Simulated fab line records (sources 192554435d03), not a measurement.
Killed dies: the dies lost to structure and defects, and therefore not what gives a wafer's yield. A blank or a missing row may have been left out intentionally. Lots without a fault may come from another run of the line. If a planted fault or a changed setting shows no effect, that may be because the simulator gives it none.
Lot-split experiment | flow n5Finfet | 39 wafers read from 7 lots, route of 1938 steps

ON THE SPLIT
At N5_SD_EPI_N_ETCH_45 (etches SiOCN in CH3F/O2, target depth 6 nm), the setting targetDepthA was moved away from the recipe's 60 angstrom on 15 of the 39 wafers read, by -56.1% to +59.4%. For the rest of the wafers, this setting stayed at what the recipe calls for.

Reading taken at the split's own step.

THE READING
etch.depthNm (the simulator's own value, which no gauge read), in nm, at N5_SD_EPI_N_ETCH_45 (etches SiOCN in CH3F/O2, target depth 6 nm). No usual value for it is given in the file. Across the 24 wafers here that went through the recipe, the average is 6.135 nm and the standard deviation 0.13 nm.

wafer  | tool, chamber at the split | targetDepthA as run, angstrom | against the recipe | etch.depthNm, nm | against lot-mates on the recipe
L074.1 | rieDiel-06, 0              | 95.66                         | +59.4%             | 9.72             | +3.520
L074.2 | rieDiel-06, 1              | 60                            | recipe             | 6.282            | -
L074.3 | rieDiel-06, 3              | 95.66                         | +59.4%             | 9.667            | +3.467
L074.4 | rieDiel-06, 2              | 60                            | recipe             | 6.061            | -
L074.5 | rieDiel-06, 0              | 95.66                         | +59.4%             | 9.733            | +3.533
L074.6 | rieDiel-06, 1              | 60                            | recipe             | 6.258            | -
L076.1 | rieDiel-06, 1              | 60                            | recipe             | 6.287            | -
L076.2 | rieDiel-06, 0              | 60                            | recipe             | 6.117            | -
L076.3 | rieDiel-06, 3              | 60                            | recipe             | 6.049            | -
L076.4 | rieDiel-06, 0              | 60                            | recipe             | 6.078            | -
L076.5 | rieDiel-06, 1              | 60                            | recipe             | 6.268            | -
L076.6 | rieDiel-06, 3              | 60                            | recipe             | 6.052            | -
L082.1 | rieDiel-06, 3              | 60                            | recipe             | 6.075            | -
L082.2 | rieDiel-06, 2              | 42.62                         | -29.0%             | 4.283            | -1.859
L082.3 | rieDiel-06, 1              | 60                            | recipe             | 6.3              | -
L082.4 | rieDiel-06, 0              | 42.62                         | -29.0%             | 4.289            | -1.853
L082.5 | rieDiel-06, 2              | 60                            | recipe             | 6.05             | -
L082.6 | rieDiel-06, 1              | 42.62                         | -29.0%             | 4.451            | -1.691
L084.1 | rieDiel-06, 2              | 60                            | recipe             | 5.977            | -
L084.2 | rieDiel-06, 1              | 60                            | recipe             | 6.211            | -
L084.5 | rieDiel-06, 3              | 60                            | recipe             | 5.986            | -
L086.1 | rieDiel-05, 2              | 77.47                         | +29.1%             | 8.04             | +2.002
L086.2 | rieDiel-05, 3              | 60                            | recipe             | 5.944            | -
L086.3 | rieDiel-05, 1              | 60                            | recipe             | 6.159            | -
L086.4 | rieDiel-05, 0              | 60                            | recipe             | 6.01             | -
L086.5 | rieDiel-05, 0              | 77.47                         | +29.1%             | 7.737            | +1.699
L086.6 | rieDiel-05, 1              | 77.47                         | +29.1%             | 7.924            | +1.886
L091.1 | rieDiel-06, 1              | 87.27                         | +45.4%             | 9.241            | +2.973
L091.2 | rieDiel-06, 0              | 87.27                         | +45.4%             | 8.843            | +2.575
L091.3 | rieDiel-06, 0              | 87.27                         | +45.4%             | 8.812            | +2.544
L091.4 | rieDiel-06, 1              | 60                            | recipe             | 6.337            | -
L091.5 | rieDiel-06, 0              | 60                            | recipe             | 6.113            | -
L091.6 | rieDiel-06, 1              | 60                            | recipe             | 6.354            | -
L093.1 | rieDiel-06, 1              | 60                            | recipe             | 6.334            | -
L093.2 | rieDiel-06, 3              | 26.34                         | -56.1%             | 2.677            | -3.417
L093.3 | rieDiel-06, 0              | 60                            | recipe             | 5.987            | -
L093.4 | rieDiel-06, 1              | 26.34                         | -56.1%             | 2.758            | -3.336
L093.5 | rieDiel-06, 3              | 26.34                         | -56.1%             | 2.652            | -3.442
L093.6 | rieDiel-06, 0              | 60                            | recipe             | 5.962            | -

THE FIT
A straight line over all 39 wafers: etch.depthNm changes by +0.0611 nm for each +1% of targetDepthA; r = +1.00; the points scatter about the line by 0.13 nm.
The same after taking each lot's own level away (the mean of its wafers on the recipe; 39 wafers): +0.0602 nm for each +1%; r = +1.00; scatter 0.12 nm.
Per that fit: largest targetDepthA move, reading shift of 3.6 nm.
The span of the lots' own levels, 6.0377 to 6.2680 nm, comes to 1.7 times the standard deviation stated above.
Hence the lot-to-lot level has little effect on the slope; both slopes agree.
Check: for one of the wafers moved furthest among these (+59.4%), held out of the fit, the line's prediction against its lot-mates is +3.58 nm. It came out at +3.52 nm against them.

OTHER SPLITS APPLIED TO THESE WAFERS
Other splits were also applied to these wafers ahead of the reading. Each is held against what the fit with the lots' levels taken away leaves over:
other split on the same wafers | wafers away from the commonest value | r with etch.depthNm (lot level and that fit taken away)
N5_FIN_SAQP_HM_DEP_03 timeS    | 9                                    | +0.07

FILE'S OWN FIT
etch.depthNm changes by +0.0602 nm for each +1% of targetDepthA, r = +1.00.
